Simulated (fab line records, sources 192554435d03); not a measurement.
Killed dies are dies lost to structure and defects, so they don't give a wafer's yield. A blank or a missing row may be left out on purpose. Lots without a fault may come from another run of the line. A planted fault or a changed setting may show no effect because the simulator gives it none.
Which tool did it? | flow n5_finfet | 24 lots, 72 wafers sampled, at 6 steps of a route of 1938

WHAT THE GAUGES READ, wafer by wafer
The record holds no reading of a measuring or inspecting step that can be judged against a usual standard deviation.

WHICH TOOL RAN EACH LOT (tool, then ch and the chambers of the sampled wafers, then the start)
lot  | N5_BEOL_M0_ANNEAL_117        | N5_BEOL_M0_ANNEAL_133        | N5_BEOL_M0_ANNEAL_119            | N5_BEOL_M0_CMP_120            | N5_BEOL_M1_DESCUM_16               | N5_BEOL_M1_ANNEAL_89
L074 | pvd_sputter-03, day 6 05:51  | pvd_sputter-03, day 6 05:58  | rtp_anneal-02 ch 0, day 6 06:26  | cmp-03 ch 0,1,2, day 6 06:43  | rie_diel-01 ch 0,1,3, day 6 08:26  | pvd_sputter-01, day 6 14:19
L075 | pvd_sputter-02, day 6 08:05  | pvd_sputter-02, day 6 08:13  | rtp_anneal-01 ch 0, day 6 09:01  | cmp-01 ch 0,1,3, day 6 09:21  | rie_diel-03 ch 0,1,2, day 6 11:19  | pvd_sputter-03, day 6 16:34
L076 | pvd_sputter-03, day 6 10:03  | pvd_sputter-03, day 6 10:10  | rtp_anneal-01 ch 0, day 6 10:32  | cmp-03 ch 1,2, day 6 10:52    | rie_diel-01 ch 0,1, day 6 12:41    | pvd_sputter-01, day 6 16:43
L077 | pvd_sputter-01, day 6 18:44  | pvd_sputter-01, day 6 18:51  | rtp_anneal-01 ch 0, day 6 19:16  | cmp-03 ch 0,1,3, day 6 19:33  | rie_diel-06 ch 0,2,3, day 6 22:23  | pvd_sputter-02, day 7 04:42
L078 | pvd_sputter-01, day 7 02:38  | pvd_sputter-01, day 7 02:46  | rtp_anneal-02 ch 0, day 7 03:13  | cmp-03 ch 0,2,3, day 7 03:28  | rie_diel-03 ch 0,2, day 7 05:40    | pvd_sputter-01, day 7 11:58
L079 | pvd_sputter-03, day 7 04:23  | pvd_sputter-03, day 7 04:30  | rtp_anneal-01 ch 0, day 7 04:51  | cmp-04 ch 0,3, day 7 05:09    | rie_diel-03 ch 0,2,3, day 7 06:27  | pvd_sputter-03, day 7 12:30
L080 | pvd_sputter-02, day 7 10:35  | pvd_sputter-02, day 7 10:42  | rtp_anneal-02 ch 0, day 7 11:39  | cmp-01 ch 0,1,3, day 7 11:56  | rie_diel-06 ch 0,2,3, day 7 14:08  | pvd_sputter-03, day 7 18:19
L081 | pvd_sputter-03, day 7 16:16  | pvd_sputter-03, day 7 16:23  | rtp_anneal-02 ch 0, day 7 16:47  | cmp-01 ch 1,2, day 7 17:02    | rie_diel-01 ch 0,3, day 7 19:38    | pvd_sputter-02, day 8 02:11
L082 | pvd_sputter-01, day 8 02:16  | pvd_sputter-01, day 8 02:23  | rtp_anneal-01 ch 0, day 8 02:51  | cmp-01 ch 0,1,3, day 8 03:08  | rie_diel-06 ch 2,3, day 8 06:14    | pvd_sputter-02, day 8 10:13
L083 | pvd_sputter-01, day 8 07:43  | pvd_sputter-01, day 8 07:50  | rtp_anneal-02 ch 0, day 8 08:11  | cmp-04 ch 0,2, day 8 08:35    | rie_diel-06 ch 0,1,2, day 8 11:38  | pvd_sputter-02, day 8 16:17
L084 | pvd_sputter-02, day 8 08:39  | pvd_sputter-02, day 8 08:46  | rtp_anneal-02 ch 0, day 8 09:15  | cmp-03 ch 0,2,3, day 8 09:35  | rie_diel-01 ch 0,2, day 8 11:46    | pvd_sputter-01, day 8 17:34
L085 | pvd_sputter-02, day 9 01:19  | pvd_sputter-02, day 9 01:26  | rtp_anneal-02 ch 0, day 9 02:26  | cmp-01 ch 0,3, day 9 02:38    | rie_diel-06 ch 0,1,2, day 9 04:13  | pvd_sputter-01, day 9 10:07
L086 | pvd_sputter-02, day 9 02:03  | pvd_sputter-02, day 9 02:10  | rtp_anneal-01 ch 0, day 9 02:34  | cmp-04 ch 1,2,3, day 9 02:52  | rie_diel-06 ch 0,1,3, day 9 06:03  | pvd_sputter-02, day 9 10:44
L087 | pvd_sputter-01, day 9 08:05  | pvd_sputter-01, day 9 08:12  | rtp_anneal-01 ch 0, day 9 08:34  | cmp-01 ch 0,1,3, day 9 08:59  | rie_diel-06 ch 0,1,3, day 9 11:45  | pvd_sputter-01, day 9 16:35
L088 | pvd_sputter-02, day 9 09:01  | pvd_sputter-02, day 9 09:08  | rtp_anneal-01 ch 0, day 9 09:30  | cmp-03 ch 0,1,3, day 9 09:47  | rie_diel-03 ch 0,2,3, day 9 12:06  | pvd_sputter-01, day 9 18:35
L089 | pvd_sputter-02, day 9 15:49  | pvd_sputter-02, day 9 15:56  | rtp_anneal-01 ch 0, day 9 17:11  | cmp-04 ch 0,1,3, day 9 17:30  | rie_diel-06 ch 0,3, day 9 19:46    | pvd_sputter-01, day 10 02:37
L090 | pvd_sputter-02, day 9 23:03  | pvd_sputter-02, day 9 23:10  | rtp_anneal-01 ch 0, day 9 23:34  | cmp-03 ch 1,3, day 9 23:49    | rie_diel-01 ch 1,2, day 10 01:45   | pvd_sputter-03, day 10 09:46
L091 | pvd_sputter-01, day 10 00:50 | pvd_sputter-01, day 10 00:58 | rtp_anneal-01 ch 0, day 10 01:26 | cmp-01 ch 0,2,3, day 10 01:44 | rie_diel-01 ch 0,1,2, day 10 03:32 | pvd_sputter-02, day 10 10:02
L093 | pvd_sputter-02, day 10 19:35 | pvd_sputter-02, day 10 19:42 | rtp_anneal-01 ch 0, day 10 20:26 | cmp-01 ch 1,3, day 10 20:46   | rie_diel-01 ch 1,2, day 10 23:05   | pvd_sputter-03, day 11 02:50
L092 | pvd_sputter-03, day 10 19:45 | pvd_sputter-03, day 10 19:52 | rtp_anneal-01 ch 0, day 10 20:55 | cmp-04 ch 0,1,2, day 10 21:10 | rie_diel-01 ch 1,3, day 10 23:19   | pvd_sputter-02, day 11 14:49
L094 | pvd_sputter-03, day 10 23:16 | pvd_sputter-03, day 10 23:23 | rtp_anneal-02 ch 0, day 10 23:55 | cmp-04 ch 1,2,3, day 11 00:13 | rie_diel-06 ch 0,1,2, day 11 01:50 | pvd_sputter-02, day 12 00:48
L095 | pvd_sputter-02, day 11 11:25 | pvd_sputter-02, day 11 11:32 | rtp_anneal-01 ch 0, day 11 12:23 | cmp-01 ch 0,3, day 11 12:49   | rie_diel-03 ch 0,2,3, day 11 16:59 | pvd_sputter-01, day 12 01:02
L096 | pvd_sputter-03, day 11 19:59 | pvd_sputter-03, day 11 20:06 | rtp_anneal-02 ch 0, day 11 20:31 | cmp-01 ch 0,1, day 11 20:46   | rie_diel-03 ch 0,2,3, day 11 22:55 | pvd_sputter-01, day 12 04:21
L097 | pvd_sputter-02, day 12 01:46 | pvd_sputter-02, day 12 01:53 | rtp_anneal-02 ch 0, day 12 02:17 | cmp-03 ch 0,2, day 12 02:34   | rie_diel-01 ch 1,3, day 12 05:58   | pvd_sputter-02, day 12 10:40
- N5_BEOL_M0_ANNEAL_117: time 60 s.
- N5_BEOL_M0_ANNEAL_133: time 60 s.
- N5_BEOL_M0_ANNEAL_119: time 90 s.
- N5_BEOL_M0_CMP_120: polishes, stops on SiOC, t overpolish 6.9 s.
- N5_BEOL_M1_DESCUM_16: chemistry O2, time 7 s.
- N5_BEOL_M1_ANNEAL_89: time 240 s.

WHAT THE TOOLS THEMSELVES READ (means of the sampled wafers that have a number; where no wafer has one, the mark that the record gives instead)
N5_BEOL_M0_ANNEAL_117. Usual: heater_power_w 838 W, standard deviation 87.
lot  | tool           | heater_power_w (W) | flag
L074 | pvd_sputter-03 | 837                |
L075 | pvd_sputter-02 | 904                |
L076 | pvd_sputter-03 | 842                |
L077 | pvd_sputter-01 | 719                |
L078 | pvd_sputter-01 | 736                |
L079 | pvd_sputter-03 | 838                |
L080 | pvd_sputter-02 | 889                |
L081 | pvd_sputter-03 | 791                |
L082 | pvd_sputter-01 | 671                |
L083 | pvd_sputter-01 | 647                |
L084 | pvd_sputter-02 | 843                |
L085 | pvd_sputter-02 | 872                |
L086 | pvd_sputter-02 | 828                |
L087 | pvd_sputter-01 | 741                |
L088 | pvd_sputter-02 | 924                |
L089 | pvd_sputter-02 | 918                |
L090 | pvd_sputter-02 | 873                |
L091 | pvd_sputter-01 | 735                |
L093 | pvd_sputter-02 | 888                |
L092 | pvd_sputter-03 | 835                |
L094 | pvd_sputter-03 | 827                |
L095 | pvd_sputter-02 | 875                |
L096 | pvd_sputter-03 | 875                |
L097 | pvd_sputter-02 | 862                |

N5_BEOL_M0_ANNEAL_133. Usual: heater_power_w 837 W, standard deviation 87.
lot  | tool           | heater_power_w (W) | flag
L074 | pvd_sputter-03 | 832                |
L075 | pvd_sputter-02 | 907                |
L076 | pvd_sputter-03 | 836                |
L077 | pvd_sputter-01 | 710                |
L078 | pvd_sputter-01 | 731                |
L079 | pvd_sputter-03 | 811                |
L080 | pvd_sputter-02 | 893                |
L081 | pvd_sputter-03 | 797                |
L082 | pvd_sputter-01 | 665                |
L083 | pvd_sputter-01 | 663                |
L084 | pvd_sputter-02 | 838                |
L085 | pvd_sputter-02 | 879                |
L086 | pvd_sputter-02 | 844                |
L087 | pvd_sputter-01 | 719                |
L088 | pvd_sputter-02 | 910                |
L089 | pvd_sputter-02 | 898                |
L090 | pvd_sputter-02 | 874                |
L091 | pvd_sputter-01 | 735                |
L093 | pvd_sputter-02 | 900                |
L092 | pvd_sputter-03 | 833                |
L094 | pvd_sputter-03 | 833                |
L095 | pvd_sputter-02 | 894                |
L096 | pvd_sputter-03 | 872                |
L097 | pvd_sputter-02 | 864                |

N5_BEOL_M0_ANNEAL_119. Usual: wafer_temp_C_max 226.03, standard deviation 0.25.
lot  | tool          | wafer_temp_C_max | flag
L074 | rtp_anneal-02 | 225.99           |
L075 | rtp_anneal-01 | 226.20           |
L076 | rtp_anneal-01 | 225.85           |
L077 | rtp_anneal-01 | 225.75           |
L078 | rtp_anneal-02 | 226.11           |
L079 | rtp_anneal-01 | 226.11           |
L080 | rtp_anneal-02 | 226.25           |
L081 | rtp_anneal-02 | 225.89           |
L082 | rtp_anneal-01 | 225.86           |
L083 | rtp_anneal-02 | 226.40           |
L084 | rtp_anneal-02 | 226.28           |
L085 | rtp_anneal-02 | 226.07           |
L086 | rtp_anneal-01 | 226.02           |
L087 | rtp_anneal-01 | 226.13           |
L088 | rtp_anneal-01 | 225.87           |
L089 | rtp_anneal-01 | 225.83           |
L090 | rtp_anneal-01 | 225.94           |
L091 | rtp_anneal-01 | 226.09           |
L093 | rtp_anneal-01 | 225.85           |
L092 | rtp_anneal-01 | 225.97           |
L094 | rtp_anneal-02 | 226.16           |
L095 | rtp_anneal-01 | 226.05           |
L096 | rtp_anneal-02 | 226.20           |
L097 | rtp_anneal-02 | 226.03           |

N5_BEOL_M0_CMP_120. Usual: barrier_field_endpoint_s 3.62 s, standard deviation 0.15; motor_current_A 6.2 A, standard deviation 0.56; overpolish_run_s 6.900 s, standard deviation 0.0088; pad_life_wafers 1405, standard deviation 480; time_to_endpoint_s 62 s, standard deviation 4.4.
lot  | tool   | barrier_field_endpoint_s (s) | motor_current_A (A) | overpolish_run_s (s) | pad_life_wafers | time_to_endpoint_s (s) | flag
L074 | cmp-03 | 3.61                         | 6.4                 | 6.901                | 1382            | 64                     |
L075 | cmp-01 | 3.64                         | 6.3                 | 6.899                | 1058            | 61                     |
L076 | cmp-03 | 3.64                         | 6.9                 | 6.904                | 1418            | 62                     |
L077 | cmp-03 | 3.57                         | 6.2                 | 6.902                | 1490            | 62                     |
L078 | cmp-03 | 3.72                         | 6.3                 | 6.902                | 1556            | 60                     |
L079 | cmp-04 | 3.71                         | 6.1                 | 6.901                | 824             | 64                     |
L080 | cmp-01 | 3.78                         | 6.2                 | 6.892                | 1249            | 65                     |
L081 | cmp-01 | 3.42                         | 5.5                 | 6.900                | 1286            | 58                     |
L082 | cmp-01 | 3.66                         | 6.3                 | 6.898                | 1382            | 60                     |
L083 | cmp-04 | 3.54                         | 6.1                 | 6.895                | 1051            | 63                     |
L084 | cmp-03 | 3.76                         | 6.6                 | 6.895                | 1808            | 64                     |
L085 | cmp-01 | 3.57                         | 6.6                 | 6.908                | 1579            | 69                     |
L086 | cmp-04 | 3.69                         | 5.9                 | 6.902                | 1196            | 60                     |
L087 | cmp-01 | 3.62                         | 6.4                 | 6.890                | 1652            | 62                     |
L088 | cmp-03 | 3.60                         | 6.3                 | 6.894                | 1946            | 62                     |
L089 | cmp-04 | 3.71                         | 6.0                 | 6.898                | 1310            | 63                     |
L090 | cmp-03 | 3.61                         | 6.2                 | 6.902                | 13              | 63                     |
L091 | cmp-01 | 3.56                         | 6.2                 | 6.898                | 1784            | 64                     |
L093 | cmp-01 | 3.58                         | 5.8                 | 6.911                | 1946            | 59                     |
L092 | cmp-04 | 3.58                         | 6.0                 | 6.900                | 1555            | 59                     |
L094 | cmp-04 | 3.40                         | 5.8                 | 6.894                | 1580            | 56                     |
L095 | cmp-01 | 3.80                         | 6.7                 | 6.903                | 2071            | 67                     |
L096 | cmp-01 | 3.75                         | 5.8                 | 6.900                | 2132            | 62                     |
L097 | cmp-03 | 3.53                         | 6.8                 | 6.902                | 458             | 60                     |

N5_BEOL_M1_DESCUM_16. Usual: drypump_motor_current_A 5.9 A, standard deviation 0.44; o2_flow_sccm 225.0 sccm, standard deviation 0.78; oes_product_au 0.76 a.u., standard deviation 0.072; rf_vpp_V 243.0 V, standard deviation 1.6; showerhead_plenum_p_Torr 2.07 Torr, standard deviation 0.088; throttle_valve_pct 20.5 %, standard deviation 0.35.
lot  | tool        | drypump_motor_current_A (A) | o2_flow_sccm (sccm) | oes_product_au (a.u.) | rf_vpp_V (V) | showerhead_plenum_p_Torr (Torr) | throttle_valve_pct (%) | flag
L074 | rie_diel-01 | 5.5                         | 225.0               | 0.73                  | 243.2        | 2.10                            | 20.7                   |
L075 | rie_diel-03 | 6.2                         | 225.3               | 0.72                  | 244.4        | 2.11                            | 20.6                   |
L076 | rie_diel-01 | 5.5                         | 225.1               | 0.70                  | 244.0        | 2.09                            | 20.7                   |
L077 | rie_diel-06 | 6.0                         | 224.5               | 0.75                  | 241.3        | 2.00                            | 20.4                   |
L078 | rie_diel-03 | 5.9                         | 224.6               | 0.75                  | 243.7        | 2.17                            | 20.7                   |
L079 | rie_diel-03 | 5.9                         | 225.0               | 0.76                  | 243.4        | 2.11                            | 20.3                   |
L080 | rie_diel-06 | 6.0                         | 224.6               | 0.75                  | 241.5        | 1.99                            | 20.4                   |
L081 | rie_diel-01 | 5.4                         | 225.1               | 0.76                  | 243.5        | 2.08                            | 20.7                   |
L082 | rie_diel-06 | 5.8                         | 225.1               | 0.76                  | 241.2        | 1.96                            | 20.3                   |
L083 | rie_diel-06 | 6.2                         | 225.0               | 0.78                  | 243.0        | 2.08                            | 20.5                   |
L084 | rie_diel-01 | 5.4                         | 225.0               | 0.72                  | 243.5        | 2.16                            | 20.7                   |
L085 | rie_diel-06 | 6.2                         | 225.4               | 0.77                  | 243.0        | 2.08                            | 20.5                   |
L086 | rie_diel-06 | 6.3                         | 224.3               | 0.80                  | 242.2        | 2.04                            | 20.1                   |
L087 | rie_diel-06 | 6.3                         | 225.4               | 0.80                  | 242.5        | 2.04                            | 20.1                   |
L088 | rie_diel-03 | 5.9                         | 224.7               | 0.74                  | 243.4        | 2.10                            | 20.4                   |
L089 | rie_diel-06 | 6.1                         | 225.9               | 0.76                  | 241.3        | 1.94                            | 20.1                   |
L090 | rie_diel-01 | 5.5                         | 224.4               | 0.86                  | 244.2        | 2.14                            | 20.4                   |
L091 | rie_diel-01 | 5.5                         | 224.8               | 0.77                  | 243.5        | 2.12                            | 20.6                   |
L093 | rie_diel-01 | 5.4                         | 225.5               | 0.78                  | 243.2        | 2.16                            | 20.5                   |
L092 | rie_diel-01 | 5.5                         | 224.8               | 0.87                  | 243.1        | 2.10                            | 20.4                   |
L094 | rie_diel-06 | 6.2                         | 225.2               | 0.86                  | 242.5        | 2.08                            | 20.3                   |
L095 | rie_diel-03 | 5.9                         | 225.5               | 0.73                  | 242.7        | 2.09                            | 20.4                   |
L096 | rie_diel-03 | 5.9                         | 224.8               | 0.73                  | 243.6        | 2.09                            | 20.4                   |
L097 | rie_diel-01 | 5.4                         | 224.5               | 0.80                  | 243.5        | 2.09                            | 20.6                   |

N5_BEOL_M1_ANNEAL_89. Usual: heater_power_w 817 W, standard deviation 96.
lot  | tool           | heater_power_w (W) | flag
L074 | pvd_sputter-01 | 790                |
L075 | pvd_sputter-03 | 826                |
L076 | pvd_sputter-01 | 787                |
L077 | pvd_sputter-02 | 867                |
L078 | pvd_sputter-01 | 794                |
L079 | pvd_sputter-03 | 843                |
L080 | pvd_sputter-03 | 825                |
L081 | pvd_sputter-02 | 895                |
L082 | pvd_sputter-02 | 885                |
L083 | pvd_sputter-02 | 907                |
L084 | pvd_sputter-01 | 725                |
L085 | pvd_sputter-01 | 769                |
L086 | pvd_sputter-02 | 927                |
L087 | pvd_sputter-01 | 781                |
L088 | pvd_sputter-01 | 724                |
L089 | pvd_sputter-01 | 714                |
L090 | pvd_sputter-03 | 837                |
L091 | pvd_sputter-02 | 914                |
L093 | pvd_sputter-03 | 864                |
L092 | pvd_sputter-02 | 904                |
L094 | pvd_sputter-02 | 920                |
L095 | pvd_sputter-01 | 732                |
L096 | pvd_sputter-01 | 765                |
L097 | pvd_sputter-02 | 864                |

THE ANSWER, worked out from the rows above alone
Rule: a lot is off if the mean of its wafers that have a number lies more than 3 standard deviations from the usual mean. A lot without any number at a reading at which 4 lots or more have one is off too. The other lots that the step has rows for count as sound. The gauges are gone through in route order, then the tools' own readings, and for those a lot's mean is taken as printed above. The first step at which some lot is off is used, and at that step the reading that is off furthest; a lot without a number counts as furthest.
No lot is off at any reading shown: from this, nothing can be told.

WHAT THE SIMULATOR HAD PUT IN
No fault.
